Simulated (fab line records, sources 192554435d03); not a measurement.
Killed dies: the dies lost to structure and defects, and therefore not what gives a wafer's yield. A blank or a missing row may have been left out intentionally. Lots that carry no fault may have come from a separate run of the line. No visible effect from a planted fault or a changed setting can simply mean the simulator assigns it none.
fab line records + flow n5_finfet
record
- lots=6
- wafers=18
- last_day=18
route steps=1938 shown BEOL_M9@1431
lots that met no fault: from a run of the same line without faults
start_h: the number of hours between the record's first day and the start of the first shown wafer of the lot + wait_h: hours from the lot's prior step to this one + " repeats the value in the row above + L1.1+2: several wafers, shown together as one row + - value missing, or start not given + * or withheld: withheld + < > ~ a bound
route shown NAME@n: NAME is a module with steps in the file, n the number in the route of the first one + usual: the fault-free wafers' mean and standard deviation + same: alike in all rows + chamber/n: place in a boat + sites: each site's reading + _std_site: standard deviation across them + _edge_site: outer sites' mean less inner sites' + radius_mm: how far each site lies from the wafer's centre + mask NAME#n: copy n + behind: the last tool/chamber to shape the wafer + hold: the reason the lot was held/the length of the hold in hours/how it ended + device: transistor that didn't switch, given as n, p or np + end of line: the tests these same wafers got at the end of their route + where a step has no rows: the recipe by itself + killed: count of dies lost to structure and defects at first sort (not the wafer's yield) + map: a wafer's dies, marking killed ones x, the rest . and places with no die _
set.NAME: setting as actually run; set.NAME@STEP: the setting as run at that earlier step + model.NAME: the simulator's own value behind a step, which no gauge read
lots seen at some steps along the route; tables by step, rows by wafer
services: the hour from which a tool's chamber was out of use, counted from the record's first day as start_h (under 0 if before that day), plus the number of hours and why
## steps
# step N5_BEOL_M9_EXPOSE_25
# recipe
- mask_id=V8
- na=0.33
- source_shape=annular
- sigma_inner=0.4
- sigma_outer=0.8
- polarization=unpolarized
- dose_mj=37.25
# step N5_BEOL_M9_PEB_26
# recipe
- peb_temp_c=100
- peb_time_s=60
- resist=CAR-EUV
# step N5_BEOL_M9_DEVELOP_27
# recipe
- develop_time_s=30
- developer=TMAH
- resist=CAR-EUV
- rinse_liquid=surfactant_rinse
- dry=air_spin
- dev_temp_c=23
# step N5_BEOL_M9_CD_MEAS_28
# recipe
- target_cd_nm=70
- landing_energy_ev=500
- detector=se_inlens
- polarity=opening
# usual
- cd_nm=70.06/0.24
| lot.wafer | tool      | chamber | start_h | wait_h | cd_nm |
|-----------|-----------|---------|---------|--------|-------|
| L178.1    | cd_sem-03 | 0       | 232.86  | -      | 70.13 |
| L178.2    | "         | 0       | "       | "      | 69.83 |
| L178.4    | "         | 0       | "       | "      | 69.91 |
| L183.2    | cd_sem-03 | 0       | 258.68  | -      | 69.83 |
| L183.4    | "         | 0       | "       | "      | 69.99 |
| L183.5    | "         | 0       | "       | "      | 70.14 |
| L188.4    | cd_sem-03 | 0       | 301.61  | -      | 69.94 |
| L188.5    | "         | 0       | "       | "      | 69.82 |
| L188.6    | "         | 0       | "       | "      | 70.35 |
| L191.1    | cd_sem-01 | 0       | 316.23  | -      | 70.02 |
| L191.2    | "         | 0       | "       | "      | 70.03 |
| L191.5    | "         | 0       | "       | "      | 69.98 |
| L195.1    | cd_sem-01 | 0       | 330.28  | -      | 70.42 |
| L195.3    | "         | 0       | "       | "      | 70.02 |
| L195.6    | "         | 0       | "       | "      | 70.22 |
| L199.1    | cd_sem-03 | 0       | 371.27  | -      | 70.07 |
| L199.4    | "         | 0       | "       | "      | 69.80 |
| L199.6    | "         | 0       | "       | "      | 69.87 |
# step N5_BEOL_M9_OVL_MEAS_29
# recipe
- points_per_wafer=522
# usual
- V8_OVL=-0.1/0.83
| lot.wafer | tool       | chamber | start_h | wait_h | V8_OVL[nm] |
|-----------|------------|---------|---------|--------|------------|
| L178.1    | overlay-02 | 0       | 232.89  | 0.0    | -0.1       |
| L178.2    | "          | 0       | "       | "      | 0.2        |
| L178.4    | "          | 0       | "       | "      | -0.1       |
| L183.2    | overlay-01 | 0       | 258.72  | 0.0    | -0.3       |
| L183.4    | "          | 0       | "       | "      | -0.2       |
| L183.5    | "          | 0       | "       | "      | 0.1        |
| L188.4    | overlay-02 | 0       | 301.66  | 0.0    | 0.0        |
| L188.5    | "          | 0       | "       | "      | -0.9       |
| L188.6    | "          | 0       | "       | "      | 0.0        |
| L191.1    | overlay-02 | 0       | 316.26  | 0.0    | 0.1        |
| L191.2    | "          | 0       | "       | "      | 0.5        |
| L191.5    | "          | 0       | "       | "      | 0.7        |
| L195.1    | overlay-01 | 0       | 330.31  | 0.0    | 0.3        |
| L195.3    | "          | 0       | "       | "      | 0.6        |
| L195.6    | "          | 0       | "       | "      | 0.5        |
| L199.1    | overlay-02 | 0       | 371.30  | 0.0    | 0.8        |
| L199.4    | "          | 0       | "       | "      | 0.5        |
| L199.6    | "          | 0       | "       | "      | 0.6        |
# step N5_BEOL_M9_INSPECT_30
# recipe
- mode=adi
- inspect_instrument=brightfield
# usual
- raw_defect_count=409/94
| lot.wafer | tool              | chamber | start_h | wait_h | raw_defect_count |
|-----------|-------------------|---------|---------|--------|------------------|
| L178.1    | defect_inspect-02 | -       | 232.95  | 0.1    | 424              |
| L178.2    | "                 | -       | "       | "      | 331              |
| L178.4    | "                 | -       | "       | "      | 260              |
| L183.2    | defect_inspect-01 | -       | 258.77  | 0.0    | 457              |
| L183.4    | "                 | -       | "       | "      | 383              |
| L183.5    | "                 | -       | "       | "      | 417              |
| L188.4    | defect_inspect-01 | -       | 301.70  | 0.0    | 294              |
| L188.5    | "                 | -       | "       | "      | 322              |
| L188.6    | "                 | -       | "       | "      | 352              |
| L191.1    | defect_inspect-02 | -       | 316.32  | 0.1    | 420              |
| L191.2    | "                 | -       | "       | "      | 371              |
| L191.5    | "                 | -       | "       | "      | 349              |
| L195.1    | defect_inspect-02 | -       | 330.37  | 0.1    | 387              |
| L195.3    | "                 | -       | "       | "      | 473              |
| L195.6    | "                 | -       | "       | "      | 408              |
| L199.1    | defect_inspect-01 | -       | 371.35  | 0.1    | 386              |
| L199.4    | "                 | -       | "       | "      | 569              |
| L199.6    | "                 | -       | "       | "      | 503              |
# step N5_BEOL_M9_DESCUM_33
# recipe
- chemistry=O2
- time_s=7
- source_power_w=50
- bias_power_w=20
- pressure_mtorr=20
- rf_frequency_hz=2.712e+07
- temp_c=40
- resist=CAR-EUV
- o2_flow_sccm=225
# usual
- drypump_motor_current_A=5.80/0.25
- oes_product_au=0.79/0.081
- rf_fwd_power_W=49.37/0.2
- rf_vpp_V=243.4/1.4
- showerhead_plenum_p_Torr=2.10/0.07
- throttle_valve_pct=20.4/0.3
| lot.wafer | tool        | chamber | start_h | wait_h | drypump_motor_current_A | oes_product_au | rf_fwd_power_W | rf_hours_counter_h | rf_vpp_V | showerhead_plenum_p_Torr | throttle_valve_pct |
|-----------|-------------|---------|---------|--------|-------------------------|----------------|----------------|--------------------|----------|--------------------------|--------------------|
| L178.1    | rie_diel-06 | 2       | 232.98  | 0.0    | 5.85                    | 0.75           | 49.33          | 180                | 242.6    | 2.09                     | 20.7               |
| L178.2    | "           | 0       | "       | "      | 6.11                    | 0.70           | 49.47          | 226                | 243.5    | 2.05                     | 20.4               |
| L178.4    | "           | 3       | "       | "      | 5.86                    | 0.84           | 49.41          | 70                 | 241.7    | 2.02                     | 20.0               |
| L183.2    | rie_diel-05 | 3       | 258.96  | 0.2    | 5.64                    | 0.85           | 49.43          | 45                 | 243.4    | 2.11                     | 20.3               |
| L183.4    | "           | 1       | "       | "      | 5.92                    | 0.68           | 49.62          | 234                | 244.4    | 2.17                     | 20.9               |
| L183.5    | "           | 0       | "       | "      | 5.61                    | 0.90           | 49.21          | -                  | 243.2    | 2.12                     | 19.8               |
| L188.4    | rie_diel-05 | 3       | 301.76  | 0.1    | 5.62                    | 0.86           | 49.37          | 56                 | 243.2    | 2.11                     | 20.3               |
| L188.5    | "           | 1       | "       | "      | 5.92                    | 0.69           | 49.71          | -                  | 244.9    | 2.16                     | 20.9               |
| L188.6    | "           | 0       | "       | "      | 5.63                    | 0.90           | 49.58          | -                  | 245.2    | 2.12                     | 19.9               |
| L191.1    | rie_diel-05 | 3       | 316.70  | 0.4    | 5.62                    | 0.84           | 49.26          | 61                 | 243.6    | 2.11                     | 20.3               |
| L191.2    | "           | 0       | "       | "      | 5.63                    | 0.88           | 49.34          | 44                 | 244.5    | 2.11                     | 19.9               |
| L191.5    | "           | 0       | "       | "      | 5.61                    | 0.88           | 49.35          | -                  | 244.7    | 2.11                     | 19.9               |
| L195.1    | rie_diel-06 | 3       | 330.90  | 0.5    | 5.89                    | 0.81           | 49.53          | 91                 | 242.4    | 2.01                     | 20.0               |
| L195.3    | "           | 2       | "       | "      | 5.85                    | 0.73           | 49.34          | 198                | 243.5    | 2.08                     | 20.7               |
| L195.6    | "           | 0       | "       | "      | 6.14                    | 0.68           | 49.45          | -                  | 242.5    | 2.04                     | 20.5               |
| L199.1    | rie_diel-03 | 2       | 371.70  | 0.3    | 5.71                    | 0.82           | 49.06          | 111                | 244.9    | 2.20                     | 20.1               |
| L199.4    | "           | 0       | "       | "      | 5.65                    | 0.83           | 48.92          | 100                | 243.1    | 2.13                     | 20.4               |
| L199.6    | "           | 0       | "       | "      | 5.65                    | 0.82           | 49.20          | -                  | 244.4    | 2.13                     | 20.4               |
# step N5_BEOL_M9_ETCH_76
# recipe
- chemistry=N2/H2
- target=underlayer
- target_depth_a=65
- mask_material=CAR-EUV
- time_s=5.2
- ion_energy_ev=200
- pressure_mtorr=30
- source_w=840
- bias_w=150
- n2_flow_sccm=200
- h2_flow_sccm=200
- ends=cleared
# usual
- drypump_motor_current_A=5.80/0.25
- etch_rf_on_time_s=5.19/0.15
- n2_flow_sccm=200.1/0.62
- oes_product_au=0.67/0.069
- rf_fwd_power_W=819.4/2.3
- rf_vpp_V=524.1/2.3
- showerhead_plenum_p_Torr=2.55/0.075
- throttle_valve_pct=17.8/0.33
| lot.wafer | tool        | chamber | start_h | wait_h | drypump_motor_current_A | etch_rf_on_time_s | n2_flow_sccm | oes_product_au | rf_fwd_power_W | rf_hours_counter_h | rf_vpp_V | showerhead_plenum_p_Torr | throttle_valve_pct |
|-----------|-------------|---------|---------|--------|-------------------------|-------------------|--------------|----------------|----------------|--------------------|----------|--------------------------|--------------------|
| L178.1    | rie_diel-06 | 2       | 233.02  | 0.0    | 5.85                    | 5.11              | 199.5        | 0.63           | 817.8          | 180                | 523.7    | 2.54                     | 18.2               |
| L178.2    | "           | 0       | "       | "      | 6.10                    | 5.31              | 200.2        | 0.60           | 821.3          | 226                | 523.3    | 2.50                     | 17.9               |
| L178.4    | "           | 3       | "       | "      | 5.88                    | 5.09              | 200.4        | 0.72           | 822.9          | 70                 | 523.4    | 2.46                     | 17.4               |
| L183.2    | rie_diel-05 | 3       | 259.00  | 0.0    | 5.63                    | 5.10              | 200.6        | 0.74           | 820.0          | 45                 | 527.2    | 2.57                     | 17.7               |
| L183.4    | "           | 1       | "       | "      | 5.91                    | 5.31              | 201.2        | 0.58           | 821.6          | 234                | 527.6    | 2.61                     | 18.3               |
| L183.5    | "           | 0       | "       | "      | 5.64                    | 5.32              | 200.6        | 0.75           | 820.4          | -                  | 525.0    | 2.59                     | 17.4               |
| L188.4    | rie_diel-05 | 3       | 301.80  | 0.0    | 5.62                    | 4.96              | 199.5        | 0.74           | 820.0          | 56                 | 525.3    | 2.57                     | 17.7               |
| L188.5    | "           | 1       | "       | "      | 5.91                    | 5.25              | 199.7        | 0.58           | 822.9          | -                  | 526.4    | 2.61                     | 18.3               |
| L188.6    | "           | 0       | "       | "      | 5.63                    | 5.29              | 200.8        | 0.73           | 819.4          | -                  | 525.3    | 2.59                     | 17.4               |
| L191.1    | rie_diel-05 | 3       | 316.73  | 0.0    | 5.64                    | 4.95              | 200.1        | 0.74           | 817.2          | 61                 | 526.3    | 2.56                     | 17.7               |
| L191.2    | "           | 0       | "       | "      | 5.63                    | 5.30              | 200.3        | 0.73           | 820.9          | 44                 | 524.2    | 2.59                     | 17.4               |
| L191.5    | "           | 0       | "       | "      | 5.63                    | 5.29              | 200.6        | 0.73           | 821.4          | -                  | 525.0    | 2.59                     | 17.4               |
| L195.1    | rie_diel-06 | 3       | 330.94  | 0.0    | 5.84                    | 5.10              | 200.8        | 0.69           | 821.2          | 91                 | 519.3    | 2.45                     | 17.4               |
| L195.3    | "           | 2       | "       | "      | 5.84                    | 5.06              | 199.6        | 0.62           | 818.8          | 198                | 525.4    | 2.53                     | 18.2               |
| L195.6    | "           | 0       | "       | "      | 6.11                    | 5.26              | 201.2        | 0.58           | 820.8          | -                  | 522.3    | 2.49                     | 18.0               |
| L199.1    | rie_diel-03 | 2       | 371.74  | 0.0    | 5.73                    | 5.04              | 199.8        | 0.70           | 815.9          | 111                | 529.1    | 2.67                     | 17.6               |
| L199.4    | "           | 0       | "       | "      | 5.58                    | 5.10              | 200.6        | 0.71           | 816.5          | 100                | 524.7    | 2.58                     | 18.0               |
| L199.6    | "           | 0       | "       | "      | 5.59                    | 5.06              | 200.3        | 0.70           | 818.4          | -                  | 524.0    | 2.58                     | 18.0               |
# step N5_BEOL_M9_ETCH_65
# recipe
- chemistry=CF4
- target=SiARC
- target_depth_a=156
- mask_material=CAR-EUV
- time_s=26
- ion_energy_ev=80
- pressure_mtorr=40
- source_w=545
- bias_w=36
- Ar_flow_sccm=100
- cf4_flow_sccm=100
- ends=cleared
# usual
- drypump_motor_current_A=5.79/0.25
- etch_rf_on_time_s=26.0/0.66
- oes_product_au=0.67/0.068
- rf_fwd_power_W=532.2/2.1
- rf_vpp_V=184.2/1.1
- showerhead_plenum_p_Torr=2.15/0.063
- throttle_valve_pct=15.57/0.28
| lot.wafer | tool        | chamber | start_h | wait_h | drypump_motor_current_A | etch_rf_on_time_s | oes_product_au | rf_fwd_power_W | rf_hours_counter_h | rf_vpp_V | showerhead_plenum_p_Torr | throttle_valve_pct |
|-----------|-------------|---------|---------|--------|-------------------------|-------------------|----------------|----------------|--------------------|----------|--------------------------|--------------------|
| L178.1    | rie_diel-06 | 2       | 233.03  | 0.0    | 5.84                    | 25.2              | 0.64           | 532.6          | 180                | 184.0    | 2.13                     | 15.79              |
| L178.2    | "           | 0       | "       | "      | 6.09                    | 26.4              | 0.60           | 530.3          | 226                | 184.0    | 2.12                     | 15.82              |
| L178.4    | "           | 3       | "       | "      | 5.85                    | 25.7              | 0.71           | 534.0          | 70                 | 184.1    | 2.07                     | 15.18              |
| L183.2    | rie_diel-05 | 3       | 259.02  | 0.0    | 5.63                    | 25.2              | 0.75           | 530.2          | 45                 | 184.4    | 2.18                     | 15.53              |
| L183.4    | "           | 1       | "       | "      | 5.90                    | 26.0              | 0.59           | 530.0          | 234                | 185.0    | 2.20                     | 16.00              |
| L183.5    | "           | 0       | "       | "      | 5.64                    | 26.4              | 0.76           | 530.0          | -                  | 185.1    | 2.19                     | 15.17              |
| L188.4    | rie_diel-05 | 3       | 301.81  | 0.0    | 5.61                    | 24.9              | 0.74           | 529.4          | 56                 | 185.4    | 2.17                     | 15.56              |
| L188.5    | "           | 1       | "       | "      | 5.90                    | 25.9              | 0.58           | 534.5          | -                  | 186.8    | 2.20                     | 16.02              |
| L188.6    | "           | 0       | "       | "      | 5.64                    | 26.6              | 0.74           | 531.7          | -                  | 183.7    | 2.19                     | 15.19              |
| L191.1    | rie_diel-05 | 3       | 316.75  | 0.0    | 5.61                    | 25.0              | 0.73           | 531.8          | 61                 | 185.2    | 2.17                     | 15.58              |
| L191.2    | "           | 0       | "       | "      | 5.65                    | 26.3              | 0.73           | 532.1          | 44                 | 183.2    | 2.18                     | 15.18              |
| L191.5    | "           | 0       | "       | "      | 5.63                    | 26.4              | 0.73           | 531.8          | -                  | 182.9    | 2.18                     | 15.18              |
| L195.1    | rie_diel-06 | 3       | 330.95  | 0.0    | 5.84                    | 25.8              | 0.70           | 531.4          | 91                 | 184.2    | 2.07                     | 15.23              |
| L195.3    | "           | 2       | "       | "      | 5.85                    | 25.4              | 0.62           | 529.3          | 198                | 184.9    | 2.12                     | 15.84              |
| L195.6    | "           | 0       | "       | "      | 6.13                    | 26.8              | 0.59           | 531.5          | -                  | 184.9    | 2.12                     | 15.86              |
| L199.1    | rie_diel-03 | 2       | 371.75  | 0.0    | 5.74                    | 25.6              | 0.70           | 531.8          | 111                | 185.0    | 2.25                     | 15.42              |
| L199.4    | "           | 0       | "       | "      | 5.59                    | 25.7              | 0.70           | 532.1          | 100                | 183.3    | 2.17                     | 15.56              |
| L199.6    | "           | 0       | "       | "      | 5.60                    | 25.8              | 0.71           | 534.1          | -                  | 185.1    | 2.17                     | 15.58              |
# step N5_BEOL_M9_ETCH_66
# recipe
- chemistry=N2/H2
- target=SOC
- target_depth_a=800
- overetch_a=160
- mask_material=SiARC
- temp_c=40
- time_s=120
- ion_energy_ev=200
- pressure_mtorr=30
- source_w=840
- bias_w=150
- n2_flow_sccm=200
- h2_flow_sccm=200
# usual
- drypump_motor_current_A=5.80/0.25
- n2_flow_sccm=200.0/0.62
- oes_product_au=0.60/0.057
- rf_fwd_power_W=835.2/2.6
- rf_vpp_V=524.0/2.2
- showerhead_plenum_p_Torr=2.55/0.075
- throttle_valve_pct=17.8/0.33
| lot.wafer | tool        | chamber | start_h | wait_h | drypump_motor_current_A | n2_flow_sccm | oes_product_au | rf_fwd_power_W | rf_hours_counter_h | rf_vpp_V | showerhead_plenum_p_Torr | throttle_valve_pct |
|-----------|-------------|---------|---------|--------|-------------------------|--------------|----------------|----------------|--------------------|----------|--------------------------|--------------------|
| L178.1    | rie_diel-06 | 2       | 233.06  | 0.0    | 5.81                    | 201.0        | 0.56           | 834.4          | 180                | 522.6    | 2.54                     | 18.1               |
| L178.2    | "           | 0       | "       | "      | 6.11                    | 199.9        | 0.54           | 835.3          | 226                | 523.2    | 2.50                     | 17.9               |
| L178.4    | "           | 3       | "       | "      | 5.85                    | 201.0        | 0.64           | 835.7          | 70                 | 522.6    | 2.46                     | 17.3               |
| L183.2    | rie_diel-05 | 3       | 259.04  | 0.0    | 5.63                    | 200.0        | 0.65           | 833.7          | 45                 | 523.9    | 2.57                     | 17.7               |
| L183.4    | "           | 1       | "       | "      | 5.91                    | 200.2        | 0.52           | 836.3          | 235                | 526.2    | 2.61                     | 18.3               |
| L183.5    | "           | 0       | "       | "      | 5.62                    | 199.9        | 0.68           | 837.8          | -                  | 526.7    | 2.59                     | 17.3               |
| L188.4    | rie_diel-05 | 3       | 301.84  | 0.0    | 5.63                    | 199.9        | 0.65           | 838.6          | 56                 | 525.4    | 2.57                     | 17.7               |
| L188.5    | "           | 1       | "       | "      | 5.92                    | 200.2        | 0.52           | 833.8          | -                  | 524.3    | 2.61                     | 18.3               |
| L188.6    | "           | 0       | "       | "      | 5.63                    | 199.5        | 0.67           | 838.8          | -                  | 524.4    | 2.59                     | 17.4               |
| L191.1    | rie_diel-05 | 3       | 316.78  | 0.0    | 5.62                    | 199.8        | 0.64           | 830.1          | 61                 | 524.5    | 2.56                     | 17.7               |
| L191.2    | "           | 0       | "       | "      | 5.62                    | 200.1        | 0.66           | 829.8          | 44                 | 525.0    | 2.59                     | 17.4               |
| L191.5    | "           | 0       | "       | "      | 5.62                    | 200.0        | 0.65           | 834.1          | -                  | 524.4    | 2.59                     | 17.4               |
| L195.1    | rie_diel-06 | 3       | 330.98  | 0.0    | 5.82                    | 199.8        | 0.62           | 839.9          | 91                 | 522.7    | 2.45                     | 17.3               |
| L195.3    | "           | 2       | "       | "      | 5.82                    | 200.2        | 0.56           | 835.6          | 198                | 524.7    | 2.53                     | 18.2               |
| L195.6    | "           | 0       | "       | "      | 6.06                    | 200.4        | 0.53           | 838.5          | -                  | 520.2    | 2.49                     | 17.9               |
| L199.1    | rie_diel-03 | 2       | 371.78  | 0.0    | 5.71                    | 199.8        | 0.62           | 833.4          | 111                | 527.7    | 2.67                     | 17.5               |
| L199.4    | "           | 0       | "       | "      | 5.59                    | 199.3        | 0.62           | 832.4          | 100                | 523.5    | 2.58                     | 18.0               |
| L199.6    | "           | 0       | "       | "      | 5.62                    | 200.2        | 0.63           | 834.1          | -                  | 524.3    | 2.58                     | 18.0               |
# step N5_BEOL_M9_STRIP_69
# recipe
- chemistry=N2/H2
- temp_c=40
- n2_flow_sccm=200
- h2_flow_sccm=200
- rf_frequency_hz=6e+07
# step N5_BEOL_M9_STRIP_77
# recipe
- chemistry=N2/H2
- temp_c=40
- n2_flow_sccm=200
- h2_flow_sccm=200
- rf_frequency_hz=6e+07
# step N5_BEOL_M9_VIA_ETCH_34
# recipe
- chemistry=C4F6/O2
- target=SiCOH_lowk
- target_depth_a=1824
- mask_material=SOC
- taper_deg=4
- time_s=68.4
- ion_energy_ev=250
- pressure_mtorr=30
- source_w=345
- bias_w=185
- Ar_flow_sccm=300
- C4F6_flow_sccm=10
- O2_flow_sccm=10
# usual
- drypump_motor_current_A=5.80/0.25
- oes_f_703_au=0.78/0.079
- oes_product_au=0.78/0.079
- rf_fwd_power_W=342.2/1.2
- rf_vpp_V=667/10
- showerhead_plenum_p_Torr=2.86/0.082
- throttle_valve_pct=20.85/0.28
| lot.wafer | tool        | chamber | start_h | wait_h | drypump_motor_current_A | oes_f_703_au | oes_product_au | rf_fwd_power_W | rf_hours_counter_h | rf_vpp_V | showerhead_plenum_p_Torr | throttle_valve_pct | model.etch.depth_nm | model.SOC_of_BEOL_M9_COAT_63.thk_nm |
|-----------|-------------|---------|---------|--------|-------------------------|--------------|----------------|----------------|--------------------|----------|--------------------------|--------------------|---------------------|-------------------------------------|
| L178.1    | rie_diel-06 | 2       | 233.16  | 0.0    | 5.84                    | 0.74         | 0.74           | 342.8          | 180                | 678      | 2.82                     | 21.04              | 185.8               | 51                                  |
| L178.2    | "           | 0       | "       | "      | 6.13                    | 0.70         | 0.71           | 341.5          | 226                | 654      | 2.83                     | 21.16              | 181                 | 51.2                                |
| L178.4    | "           | 3       | "       | "      | 5.86                    | 0.86         | 0.84           | 343.9          | 70                 | 656      | 2.76                     | 20.50              | 183.3               | 51                                  |
| L183.2    | rie_diel-05 | 3       | 259.14  | 0.0    | 5.62                    | 0.88         | 0.87           | 342.4          | 45                 | 666      | 2.89                     | 20.87              | 186.5               | 50.6                                |
| L183.4    | "           | 1       | "       | "      | 5.91                    | 0.68         | 0.68           | 340.9          | 235                | 670      | 2.93                     | 21.30              | 181.3               | 50.6                                |
| L183.5    | "           | 0       | "       | "      | 5.63                    | 0.85         | 0.89           | 341.6          | -                  | 683      | 2.90                     | 20.44              | 181.8               | 50.8                                |
| L188.4    | rie_diel-05 | 3       | 301.94  | 0.0    | 5.64                    | 0.62         | 0.80           | 260.2          | 56                 | 767      | 2.88                     | 20.85              | 167.7               | 52                                  |
| L188.5    | "           | 1       | "       | "      | 5.91                    | 0.47         | 0.63           | 259.6          | -                  | 770      | 2.93                     | 21.31              | 162.2               | 52                                  |
| L188.6    | "           | 0       | "       | "      | 5.63                    | 0.59         | 0.82           | 258.3          | -                  | 786      | 2.90                     | 20.44              | 162.6               | 52.2                                |
| L191.1    | rie_diel-05 | 3       | 316.88  | 0.0    | 5.64                    | 0.61         | 0.79           | 257.2          | 61                 | 768      | 2.88                     | 20.87              | 169.2               | 51.6                                |
| L191.2    | "           | 0       | "       | "      | 5.62                    | 0.59         | 0.81           | 257.6          | 44                 | 785      | 2.90                     | 20.46              | 164.3               | 51.8                                |
| L191.5    | "           | 0       | "       | "      | 5.60                    | 0.58         | 0.81           | 259.5          | -                  | 787      | 2.90                     | 20.44              | 164.2               | 51.8                                |
| L195.1    | rie_diel-06 | 3       | 331.08  | 0.0    | 5.89                    | 0.84         | 0.81           | 342.5          | 91                 | 655      | 2.75                     | 20.53              | 181.6               | 51.2                                |
| L195.3    | "           | 2       | "       | "      | 5.83                    | 0.72         | 0.73           | 341.7          | 198                | 678      | 2.81                     | 21.06              | 186.7               | 51.2                                |
| L195.6    | "           | 0       | "       | "      | 6.09                    | 0.69         | 0.69           | 341.8          | -                  | 653      | 2.83                     | 21.19              | 179.6               | 51.2                                |
| L199.1    | rie_diel-03 | 2       | 371.88  | 0.0    | 5.73                    | 0.80         | 0.81           | 343.0          | 111                | 670      | 3.00                     | 20.73              | 183.6               | 51.2                                |
| L199.4    | "           | 0       | "       | "      | 5.61                    | 0.82         | 0.83           | 340.0          | 100                | 676      | 2.87                     | 20.81              | 185                 | 51                                  |
| L199.6    | "           | 0       | "       | "      | 5.60                    | 0.82         | 0.81           | 339.9          | -                  | 675      | 2.87                     | 20.78              | 182.4               | 51                                  |
# step N5_BEOL_M9_STRIP_73
# recipe
- chemistry=C4F6/O2
- resist=SiARC
- rf_frequency_hz=6e+07
## services
| tool        | chamber | start_h | hours | kind                          |
|-------------|---------|---------|-------|-------------------------------|
| rie_diel-05 | -       | 215.61  | 0.7   | repair                        |
| rie_diel-05 | 3       | 239.24  | 9.6   | repair                        |
| rie_diel-06 | 2       | 252.13  | 10.8  | repair                        |
| rie_diel-06 | 0       | 256.55  | 7.3   | repair                        |
| rie_diel-06 | 1       | 257.61  | 3.4   | repair                        |
| rie_diel-03 | 1       | 264.32  | 8.9   | repair                        |
| rie_diel-05 | -       | 264.84  | 14.6  | pm                            |
| rie_diel-06 | 3       | 291.33  | 1.9   | repair                        |
| rie_diel-05 | 1       | 312.03  | 4.2   | repair                        |
| rie_diel-05 | 1       | 326.87  | -     | clean                         |
| rie_diel-05 | 1       | 326.87  | -     | consumable_replace:focus_ring |
| rie_diel-05 | 1       | 326.87  | 16.5  | scheduled_down                |
| rie_diel-05 | 1       | 326.87  | 16.5  | vent_cycle                    |
| rie_diel-05 | -       | 329.63  | 7.5   | repair                        |
| rie_diel-05 | 2       | 353.78  | -     | clean                         |
| rie_diel-05 | 2       | 353.78  | -     | consumable_replace:focus_ring |
| rie_diel-05 | 2       | 353.78  | -     | consumable_replace:showerhead |
| rie_diel-05 | 2       | 353.78  | 19.7  | scheduled_down                |
| rie_diel-05 | 2       | 353.78  | 19.7  | vent_cycle                    |
| rie_diel-05 | 3       | 365.69  | 3.9   | repair                        |
| rie_diel-06 | 0       | 369.06  | 18.3  | repair                        |
## key
first_sign
- step=N5_BEOL_M9_VIA_ETCH_34
- reading=rf_fwd_power_W
- direction=down
- sigmas=69
- usual=*
- struck=*
effect
- step=N5_BEOL_M9_VIA_ETCH_34
- reading=rf_vpp_V
- direction=up
- sigmas=11
- usual=667
- struck=777
model_effect
- step=N5_BEOL_M9_VIA_ETCH_34
- value=etch.depth_nm
- without=183.5
- struck=165
met_at N5_BEOL_M9_VIA_ETCH_34
struck_wafers L188.4,L188.5,L188.6,L191.1,L191.2,L191.5
onset_between 259.14 301.94
fault
- kind=process_parameter_drift
- tool=rie_diel-05
- chamber=-
- onset_h=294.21
- steps=N5_BEOL_M9_VIA_ETCH_34
- channel=source_w
- offset=-82.8
- shape=step
- end_h=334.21
- acts_in=these_recipes_only
- stated=345
